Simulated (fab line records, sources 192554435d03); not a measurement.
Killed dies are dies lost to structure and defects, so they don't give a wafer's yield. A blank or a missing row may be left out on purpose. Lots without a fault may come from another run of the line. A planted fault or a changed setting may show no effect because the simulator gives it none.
One fault seen from 2 desks | flow n5_finfet | each desk has only its own numbers; what lay behind them comes last

THE TOOL OWNER'S DESK: pvd_sputter-02
The tool's own readings at N5_BEOL_M1_SPUTTER_81 (material Cu, target thk 4.5 nm, time 8.29 s): means of the sampled wafers that have a number, for each lot that ran on this tool. A lot is out of limits, marked OUT, if its mean lies more than 4 standard deviations from the usual mean; the brackets give that distance.
Columns: A = throttle_valve_pct at N5_BEOL_M1_SPUTTER_81, usual 29.9 %
lot  | first seen here | A
L428 | day 7 04:11     | 30.6
L432 | day 8 01:40     | 29.9
L433 | day 8 09:41     | 30.3
L434 | day 8 15:46     | 30.0
L442 | day 10 09:31    | 30.5
L443 | day 11 14:18    | 30.1
This desk's finding: nothing out of limits on any of the 6 lots.

THE METROLOGY DESK
What the gauges read, lot by lot, whatever tool the lot ran on: means of the sampled wafers that have a number. A lot is out of limits, marked OUT, if its mean lies more than 4 standard deviations from the usual mean; the brackets give that distance.
Columns: A = cd_nm at N5_PASSIVATION_CD_MEAS_44, usual 40001 nm
lot  | first seen here | A
L425 | day 11 19:33    | 40004
L427 | day 11 20:26    | 40003
L428 | day 12 20:17    | 40006
L430 | day 13 01:29    | 40001
L429 | day 13 04:10    | 40005
L432 | day 13 12:26    | 39997
L431 | day 13 23:49    | 39998
L433 | day 14 00:28    | 39993
L434 | day 14 04:41    | 40003
L442 | day 16 05:48    | 40006
L443 | day 17 06:13    | 40000
L447 | day 18 09:09    | 40002
This desk's finding: nothing out of limits on any of the 12 lots.

PUT TOGETHER
The tool owner's desk saw nothing out of limits.
The metrology desk saw nothing out of limits.

WHAT THE SIMULATOR HAD PUT IN
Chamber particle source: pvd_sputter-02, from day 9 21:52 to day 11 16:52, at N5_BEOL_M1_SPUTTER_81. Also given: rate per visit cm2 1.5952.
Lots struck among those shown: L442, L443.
